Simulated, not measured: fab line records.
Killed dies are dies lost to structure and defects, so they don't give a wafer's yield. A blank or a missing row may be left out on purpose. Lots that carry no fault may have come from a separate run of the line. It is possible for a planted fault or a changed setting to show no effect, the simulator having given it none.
Chamber matching ; flow n5_finfet ; 4 sister chambers for N5_DUMMY_GATE_STRIP_40 on rie_diel-06
The step strips in CF4. 20 wafers are shown with their chamber, then 10 later ones without.

## EACH WAFER AND ITS CHAMBER
wafer;chamber;drypump_motor_current_A (A);showerhead_plenum_p_Torr (Torr);throttle_valve_pct (%)
L075.1;2;5.0;1.76;13.49
L075.3;0;6.2;1.73;13.69
L075.5;0;6.2;1.73;13.70
L081.3;3;5.7;1.89;13.48
L081.4;1;5.0;1.79;13.66
L081.6;1;5.1;1.78;13.67
L083.1;1;5.1;1.78;13.63
L083.3;3;5.8;1.88;13.48
L083.5;0;6.2;1.72;13.71
L085.3;3;5.7;1.88;13.49
L085.5;2;5.0;1.75;12.95
L085.6;1;5.0;1.78;13.66
L087.3;0;6.2;1.72;13.75
L087.4;2;4.9;1.75;12.97
L087.5;3;5.7;1.88;13.49
L088.1;1;5.1;1.78;13.67
L088.3;2;4.9;1.75;13.00
L088.4;0;6.2;1.72;13.74
L090.1;2;5.0;1.75;12.98
L090.3;1;5.0;1.78;13.70

SIGNATURES (averages over the wafers above)
reading;chamber 0;chamber 1;chamber 2;chamber 3;scatter within a chamber
drypump_motor_current_A;6.200;5.050;4.960;5.725;0.0464
showerhead_plenum_p_Torr;1.7240;1.7817;1.7520;1.8825;0.00473
throttle_valve_pct;13.7180;13.6650;13.0780;13.4850;0.117
Rule: for each reading, subtract the chamber's mean from the wafer's reading, divide by that reading's scatter and square the result; add these up over the readings and take the root, which gives the wafer's distance from the chamber. If the next closest chamber is less than 2 further off than the closest, the wafer can't be placed; otherwise it belongs to the closest. The scatter: take each reading less its chamber's mean, square it, sum over the shown wafers, divide by the number of wafers less the number of chambers, and take the root.

## WAFERS MISSING THEIR CHAMBER
wafer;drypump_motor_current_A (A);showerhead_plenum_p_Torr (Torr);throttle_valve_pct (%)
L090.5;5.7;1.88;13.54
L091.3;5.1;1.78;13.70
L091.5;6.2;1.72;13.77
L091.6;5.7;1.88;13.53
L092.1;6.2;1.72;13.77
L092.2;5.7;1.88;13.54
L092.3;4.9;1.75;13.03
L097.1;5.0;1.78;13.72
L097.3;6.2;1.72;13.78
L097.6;5.8;1.88;13.54

## EACH ONE'S CHAMBER
wafer;from the rows above;in truth
L090.5;3;3
L091.3;1;1
L091.5;0;0
L091.6;3;3
L092.1;0;0
L092.2;3;3
L092.3;2;2
L097.1;1;1
L097.3;0;0
L097.6;3;3
Correctly placed: 10 of 10. Can't be placed from these rows: 0. Number placed wrongly: 0.
